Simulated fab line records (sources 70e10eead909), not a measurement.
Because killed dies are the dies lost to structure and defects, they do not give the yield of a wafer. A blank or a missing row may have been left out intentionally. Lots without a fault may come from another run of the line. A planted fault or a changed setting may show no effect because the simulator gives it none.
What tool caused it? || flow nand-harc || 12 lots with 36 wafers sampled at 6 steps, on a route of 1302 steps

== WHAT THE GAUGES READ, wafer by wafer ==
NHARC_P_ZERO_WELL_CD_MEAS_11: target cd 500 nm.
{"lot": "L362", "measured": "day 1 21:14", "on": "cd-sem-01", "cd-nm (nm)": "500.6 500.5 501.8"}
{"lot": "L363", "measured": "day 2 07:07", "on": "cd-sem-01", "cd-nm (nm)": "498.5 499.9 499.4"}
{"lot": "L364", "measured": "day 2 17:14", "on": "cd-sem-02", "cd-nm (nm)": "500.6 502.8 500.8"}
{"lot": "L366", "measured": "day 3 13:23", "on": "cd-sem-01", "cd-nm (nm)": "499.5 500.0 500.6"}
{"lot": "L368", "measured": "day 4 09:08", "on": "cd-sem-02", "cd-nm (nm)": "498.5 498.2 499.1"}
{"lot": "L376", "measured": "day 7 17:07", "on": "cd-sem-03", "cd-nm (nm)": "498.5 500.7 497.6"}
{"lot": "L377", "measured": "day 8 03:14", "on": "cd-sem-02", "cd-nm (nm)": "500.1 499.5 497.8"}
{"lot": "L378", "measured": "day 8 13:16", "on": "cd-sem-01", "cd-nm (nm)": "501.1 503.8 503.2"}
{"lot": "L380", "measured": "day 9 09:14", "on": "cd-sem-02", "cd-nm (nm)": "501.0 501.0 499.0"}
{"lot": "L381", "measured": "day 9 19:28", "on": "cd-sem-03", "cd-nm (nm)": "499.0 499.9 503.1"}
{"lot": "L382", "measured": "day 10 05:07", "on": "cd-sem-03", "cd-nm (nm)": "498.9 499.5 500.9"}
{"lot": "L384", "measured": "day 11 01:15", "on": "cd-sem-01", "cd-nm (nm)": "500.9 502.7 502.2"}

NHARC_P_ZERO_WELL_CD_MEAS_24: target cd 720 nm.
{"lot": "L362", "measured": "day 1 22:34", "on": "cd-sem-02", "cd-nm (nm)": "719.0 718.9 719.3"}
{"lot": "L363", "measured": "day 2 08:20", "on": "cd-sem-03", "cd-nm (nm)": "720.9 719.3 720.4"}
{"lot": "L364", "measured": "day 2 18:35", "on": "cd-sem-02", "cd-nm (nm)": "720.8 720.5 720.5"}
{"lot": "L366", "measured": "day 3 14:44", "on": "cd-sem-02", "cd-nm (nm)": "718.5 718.5 718.9"}
{"lot": "L368", "measured": "day 4 10:22", "on": "cd-sem-02", "cd-nm (nm)": "719.2 720.4 719.5"}
{"lot": "L376", "measured": "day 7 18:20", "on": "cd-sem-01", "cd-nm (nm)": "718.1 720.4 720.0"}
{"lot": "L377", "measured": "day 8 04:35", "on": "cd-sem-01", "cd-nm (nm)": "719.0 721.0 721.2"}
{"lot": "L378", "measured": "day 8 14:40", "on": "cd-sem-02", "cd-nm (nm)": "720.7 719.0 721.0"}
{"lot": "L380", "measured": "day 9 10:38", "on": "cd-sem-02", "cd-nm (nm)": "720.1 719.4 720.2"}
{"lot": "L381", "measured": "day 9 21:40", "on": "cd-sem-03", "cd-nm (nm)": "719.0 719.0 719.0"}
{"lot": "L382", "measured": "day 10 07:34", "on": "cd-sem-01", "cd-nm (nm)": "716.5 719.4 718.6"}
{"lot": "L384", "measured": "day 11 02:36", "on": "cd-sem-03", "cd-nm (nm)": "722.0 722.9 721.2"}

NHARC_P_STI_CD_MEAS_09: target cd 200 nm.
{"lot": "L362", "measured": "day 2 21:03", "on": "cd-sem-01", "cd-nm (nm)": "201.4 201.7 200.6"}
{"lot": "L363", "measured": "day 3 06:26", "on": "cd-sem-02", "cd-nm (nm)": "200.7 200.9 199.0"}
{"lot": "L364", "measured": "day 3 17:46", "on": "cd-sem-01", "cd-nm (nm)": "200.2 200.1 198.0"}
{"lot": "L366", "measured": "day 4 12:24", "on": "cd-sem-01", "cd-nm (nm)": "207.4 208.4 210.3"}
{"lot": "L368", "measured": "day 5 09:49", "on": "cd-sem-02", "cd-nm (nm)": "200.2 198.2 199.9"}
{"lot": "L376", "measured": "day 8 15:09", "on": "cd-sem-01", "cd-nm (nm)": "199.3 200.5 199.2"}
{"lot": "L377", "measured": "day 9 00:32", "on": "cd-sem-02", "cd-nm (nm)": "201.4 199.3 198.6"}
{"lot": "L378", "measured": "day 9 11:36", "on": "cd-sem-01", "cd-nm (nm)": "199.7 199.7 200.8"}
{"lot": "L380", "measured": "day 10 09:17", "on": "cd-sem-01", "cd-nm (nm)": "201.6 201.0 200.6"}
{"lot": "L381", "measured": "day 10 17:17", "on": "cd-sem-01", "cd-nm (nm)": "197.7 197.6 197.4"}
{"lot": "L382", "measured": "day 11 05:00", "on": "cd-sem-01", "cd-nm (nm)": "202.9 201.3 201.1"}
{"lot": "L384", "measured": "day 11 23:04", "on": "cd-sem-02", "cd-nm (nm)": "201.4 201.2 200.2"}

NHARC_P_STI_OCD_MEAS_17.
{"lot": "L362", "measured": "day 2 21:50", "on": "ocd-02", "trench-depth-nm (nm)": "293 298 296", "trench-foot-cd-nm (nm)": "160.9 159.3 159.4"}
{"lot": "L363", "measured": "day 3 07:16", "on": "ocd-02", "trench-depth-nm (nm)": "294 296 299", "trench-foot-cd-nm (nm)": "159.5 159.1 156.9"}
{"lot": "L364", "measured": "day 3 18:34", "on": "ocd-02", "trench-depth-nm (nm)": "305 300 306", "trench-foot-cd-nm (nm)": "157.2 158.5 155.0"}
{"lot": "L366", "measured": "day 4 13:13", "on": "ocd-02", "trench-depth-nm (nm)": "299 306 302", "trench-foot-cd-nm (nm)": "165.7 167.1 168.0"}
{"lot": "L368", "measured": "day 5 10:38", "on": "ocd-02", "trench-depth-nm (nm)": "296 298 296", "trench-foot-cd-nm (nm)": "158.9 156.3 158.9"}
{"lot": "L376", "measured": "day 8 15:56", "on": "ocd-02", "trench-depth-nm (nm)": "298 298 295", "trench-foot-cd-nm (nm)": "158.0 158.8 158.1"}
{"lot": "L377", "measured": "day 9 01:20", "on": "ocd-01", "trench-depth-nm (nm)": "302 300 302", "trench-foot-cd-nm (nm)": "158.7 157.7 156.6"}
{"lot": "L378", "measured": "day 9 12:25", "on": "ocd-02", "trench-depth-nm (nm)": "295 293 298", "trench-foot-cd-nm (nm)": "158.4 158.7 158.8"}
{"lot": "L380", "measured": "day 10 10:04", "on": "ocd-01", "trench-depth-nm (nm)": "299 299 300", "trench-foot-cd-nm (nm)": "160.1 159.6 158.9"}
{"lot": "L381", "measured": "day 10 18:04", "on": "ocd-01", "trench-depth-nm (nm)": "299 302 298", "trench-foot-cd-nm (nm)": "155.6 156.1 155.5"}
{"lot": "L382", "measured": "day 11 05:50", "on": "ocd-02", "trench-depth-nm (nm)": "296 297 296", "trench-foot-cd-nm (nm)": "161.3 160.0 160.0"}
{"lot": "L384", "measured": "day 11 23:51", "on": "ocd-02", "trench-depth-nm (nm)": "301 300 301", "trench-foot-cd-nm (nm)": "159.3 159.5 157.9"}

== TOOL THAT RAN EACH LOT (tool first, then ch and the chambers of the sampled wafers, then the start) ==
{"lot": "L362", "NHARC_P_STI_EXPOSE_06": "krf-scanner-04 ch 0, day 2 20:54", "NHARC_P_STI_ETCH_15": "rie-si-05 ch 0,1,2, day 2 21:35"}
{"lot": "L363", "NHARC_P_STI_EXPOSE_06": "krf-scanner-04 ch 0, day 3 06:17", "NHARC_P_STI_ETCH_15": "rie-si-03 ch 0,1,2, day 3 06:59"}
{"lot": "L364", "NHARC_P_STI_EXPOSE_06": "krf-scanner-04 ch 0, day 3 17:37", "NHARC_P_STI_ETCH_15": "rie-si-06 ch 0,3, day 3 18:19"}
{"lot": "L366", "NHARC_P_STI_EXPOSE_06": "krf-scanner-04 ch 0, day 4 12:16", "NHARC_P_STI_ETCH_15": "rie-si-05 ch 2,3, day 4 12:56"}
{"lot": "L368", "NHARC_P_STI_EXPOSE_06": "krf-scanner-02 ch 0, day 5 09:40", "NHARC_P_STI_ETCH_15": "rie-si-05 ch 1,3, day 5 10:24"}
{"lot": "L376", "NHARC_P_STI_EXPOSE_06": "krf-scanner-03 ch 0, day 8 15:00", "NHARC_P_STI_ETCH_15": "rie-si-03 ch 1,2,3, day 8 15:43"}
{"lot": "L377", "NHARC_P_STI_EXPOSE_06": "krf-scanner-03 ch 0, day 9 00:23", "NHARC_P_STI_ETCH_15": "rie-si-05 ch 0,2, day 9 01:06"}
{"lot": "L378", "NHARC_P_STI_EXPOSE_06": "krf-scanner-02 ch 0, day 9 11:28", "NHARC_P_STI_ETCH_15": "rie-si-03 ch 1,2, day 9 12:08"}
{"lot": "L380", "NHARC_P_STI_EXPOSE_06": "krf-scanner-04 ch 0, day 10 09:08", "NHARC_P_STI_ETCH_15": "rie-si-05 ch 2,3, day 10 09:49"}
{"lot": "L381", "NHARC_P_STI_EXPOSE_06": "krf-scanner-04 ch 0, day 10 17:07", "NHARC_P_STI_ETCH_15": "rie-si-05 ch 0,1,3, day 10 17:49"}
{"lot": "L382", "NHARC_P_STI_EXPOSE_06": "krf-scanner-02 ch 0, day 11 04:51", "NHARC_P_STI_ETCH_15": "rie-si-05 ch 1,2,3, day 11 05:35"}
{"lot": "L384", "NHARC_P_STI_EXPOSE_06": "krf-scanner-03 ch 0, day 11 22:56", "NHARC_P_STI_ETCH_15": "rie-si-06 ch 2,3, day 11 23:37"}
- NHARC_P_STI_EXPOSE_06: exposes mask P STI, target cd 200 nm.
- NHARC_P_STI_ETCH_15: etches the open film in HBr/Cl2, target depth 300 nm, time 100.1 s.

== WHAT THE TOOLS THEMSELVES READ (means of the sampled wafers that have a number; where no wafer has one, the mark that the record gives instead) ==
NHARC_P_STI_ETCH_15.
{"lot": "L362", "tool": "rie-si-05", "drypump-motor-current-A (A)": 5.7, "hbr-flow-sccm (sccm)": 149.7, "oes-product-au (a.u.)": 0.988, "throttle-valve-pct (%)": 26.405}
{"lot": "L363", "tool": "rie-si-03", "drypump-motor-current-A (A)": 6.0, "hbr-flow-sccm (sccm)": 150.2, "oes-product-au (a.u.)": 0.991, "throttle-valve-pct (%)": 26.399}
{"lot": "L364", "tool": "rie-si-06", "drypump-motor-current-A (A)": 5.8, "hbr-flow-sccm (sccm)": 149.4, "oes-product-au (a.u.)": 1.010, "throttle-valve-pct (%)": 26.407}
{"lot": "L366", "tool": "rie-si-05", "drypump-motor-current-A (A)": 6.4, "hbr-flow-sccm (sccm)": 150.0, "oes-product-au (a.u.)": 1.005, "throttle-valve-pct (%)": 26.402}
{"lot": "L368", "tool": "rie-si-05", "drypump-motor-current-A (A)": 6.1, "hbr-flow-sccm (sccm)": 150.2, "oes-product-au (a.u.)": 0.998, "throttle-valve-pct (%)": 26.411}
{"lot": "L376", "tool": "rie-si-03", "drypump-motor-current-A (A)": 5.9, "hbr-flow-sccm (sccm)": 149.9, "oes-product-au (a.u.)": 0.993, "throttle-valve-pct (%)": 26.410}
{"lot": "L377", "tool": "rie-si-05", "drypump-motor-current-A (A)": 6.0, "hbr-flow-sccm (sccm)": 150.3, "oes-product-au (a.u.)": 0.994, "throttle-valve-pct (%)": 26.403}
{"lot": "L378", "tool": "rie-si-03", "drypump-motor-current-A (A)": 5.6, "hbr-flow-sccm (sccm)": 150.5, "oes-product-au (a.u.)": 0.993, "throttle-valve-pct (%)": 26.403}
{"lot": "L380", "tool": "rie-si-05", "drypump-motor-current-A (A)": 6.2, "hbr-flow-sccm (sccm)": 150.0, "oes-product-au (a.u.)": 0.998, "throttle-valve-pct (%)": 26.408}
{"lot": "L381", "tool": "rie-si-05", "drypump-motor-current-A (A)": 5.9, "hbr-flow-sccm (sccm)": 150.1, "oes-product-au (a.u.)": 1.000, "throttle-valve-pct (%)": 26.413}
{"lot": "L382", "tool": "rie-si-05", "drypump-motor-current-A (A)": 5.9, "hbr-flow-sccm (sccm)": 150.1, "oes-product-au (a.u.)": 0.989, "throttle-valve-pct (%)": 26.411}
{"lot": "L384", "tool": "rie-si-06", "drypump-motor-current-A (A)": 5.8, "hbr-flow-sccm (sccm)": 150.0, "oes-product-au (a.u.)": 0.998, "throttle-valve-pct (%)": 26.402}

== THE ANSWER, worked out from the rows above alone ==
Rule: the lots themselves supply what counts as usual. The widest of any qualifying gaps counts: lots, ordered by their means at a reading, are off when they make up no more than a third of the lots, leave a main group of 4 or more, and stand apart from it by 3 or more times the standard deviation of that group's means. If all means in a main group match to the digits the tables above print for the reading, that group is not used. Also off: a lot with no number at a reading for which 4 or more lots have one. The other lots that the step has rows for count as sound. After the gauges, taken in route order, come the tools' own readings; for these a lot's mean is taken, as printed above. At the first step where some lot is off, the reading lying furthest off is the one used; lots without a number count as furthest.
Off, at NHARC_P_STI_CD_MEAS_09 on cd-nm: L366. The main group: mean 200.1 nm, standard deviation 1.1.
If a tool, at a process step before that reading, ran all the lots that are off and no sound lot after the first of them, it fits. The gauges at NHARC_P_STI_CD_MEAS_09 aren't tried: what is off there is off at NHARC_P_STI_OCD_MEAS_17 too, on other tools, and a gauge's error can't cause that. Not one of the candidates tried fits.

== WHAT THE SIMULATOR PUT IN ==
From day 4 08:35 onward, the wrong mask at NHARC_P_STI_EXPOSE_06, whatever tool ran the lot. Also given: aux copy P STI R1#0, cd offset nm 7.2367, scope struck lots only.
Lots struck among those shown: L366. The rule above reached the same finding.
